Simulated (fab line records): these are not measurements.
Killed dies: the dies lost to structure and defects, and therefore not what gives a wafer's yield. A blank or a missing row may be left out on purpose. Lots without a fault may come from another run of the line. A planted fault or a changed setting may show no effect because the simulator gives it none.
Matching of chambers || flow n5-finfet || N5_BEOL_M2_STRIP_36 on rie-diel-01: 4 sister chambers
The step strips in N2/H2. 8 wafers are shown with their chamber, then 10 later ones without.

## EACH WAFER AND ITS CHAMBER
{"wafer": "L083.5", "chamber": 2, "drypump-motor-current-A (A)": 6.0, "throttle-valve-pct (%)": 23.76}
{"wafer": "L086.1", "chamber": 0, "drypump-motor-current-A (A)": 5.5, "throttle-valve-pct (%)": 23.66}
{"wafer": "L086.4", "chamber": 3, "drypump-motor-current-A (A)": 5.0, "throttle-valve-pct (%)": 23.27}
{"wafer": "L090.4", "chamber": 0, "drypump-motor-current-A (A)": 5.5, "throttle-valve-pct (%)": 23.61}
{"wafer": "L090.5", "chamber": 1, "drypump-motor-current-A (A)": 5.2, "throttle-valve-pct (%)": 23.46}
{"wafer": "L090.6", "chamber": 3, "drypump-motor-current-A (A)": 5.0, "throttle-valve-pct (%)": 23.27}
{"wafer": "L092.4", "chamber": 2, "drypump-motor-current-A (A)": 5.9, "throttle-valve-pct (%)": 23.81}
{"wafer": "L092.5", "chamber": 1, "drypump-motor-current-A (A)": 5.2, "throttle-valve-pct (%)": 23.45}

## WAFERS WHOSE CHAMBER IS MISSING
{"wafer": "L092.6", "drypump-motor-current-A (A)": 5.0, "throttle-valve-pct (%)": 23.24}
{"wafer": "L094.1", "drypump-motor-current-A (A)": 5.5, "throttle-valve-pct (%)": 23.60}
{"wafer": "L094.2", "drypump-motor-current-A (A)": 4.9, "throttle-valve-pct (%)": 23.27}
{"wafer": "L094.3", "drypump-motor-current-A (A)": 5.3, "throttle-valve-pct (%)": 23.45}
{"wafer": "L096.1", "drypump-motor-current-A (A)": 4.9, "throttle-valve-pct (%)": 23.26}
{"wafer": "L096.5", "drypump-motor-current-A (A)": 5.9, "throttle-valve-pct (%)": 23.84}
{"wafer": "L096.6", "drypump-motor-current-A (A)": 5.2, "throttle-valve-pct (%)": 23.49}
{"wafer": "L097.1", "drypump-motor-current-A (A)": 5.4, "throttle-valve-pct (%)": 23.61}
{"wafer": "L097.3", "drypump-motor-current-A (A)": 5.9, "throttle-valve-pct (%)": 23.83}
{"wafer": "L097.5", "drypump-motor-current-A (A)": 5.0, "throttle-valve-pct (%)": 23.27}

## EACH ONE'S CHAMBER
{"wafer": "L092.6", "from the rows above": 3, "in truth": 3}
{"wafer": "L094.1", "from the rows above": 0, "in truth": 0}
{"wafer": "L094.2", "from the rows above": 3, "in truth": 3}
{"wafer": "L094.3", "from the rows above": 1, "in truth": 1}
{"wafer": "L096.1", "from the rows above": 3, "in truth": 3}
{"wafer": "L096.5", "from the rows above": 2, "in truth": 2}
{"wafer": "L096.6", "from the rows above": 1, "in truth": 1}
{"wafer": "L097.1", "from the rows above": 0, "in truth": 0}
{"wafer": "L097.3", "from the rows above": 2, "in truth": 2}
{"wafer": "L097.5", "from the rows above": 3, "in truth": 3}
Placed correctly: 10 of 10. Can't be placed from these rows: 0. 0 placed wrongly.
How it was worked out, from the rows above alone: a wafer's distance from a chamber is the root of the sum, over the readings, of the square of ((its reading less the chamber's mean) divided by the reading's scatter). The wafer belongs to the nearest chamber; if the next one is less than 2 further off, it can't be placed. For every chamber, the mean is computed from those of its wafers that are shown. How the scatter is found: for the shown wafers, subtract from each reading the mean of its chamber, square and add these, divide the total by (wafers less chambers), then take the root.
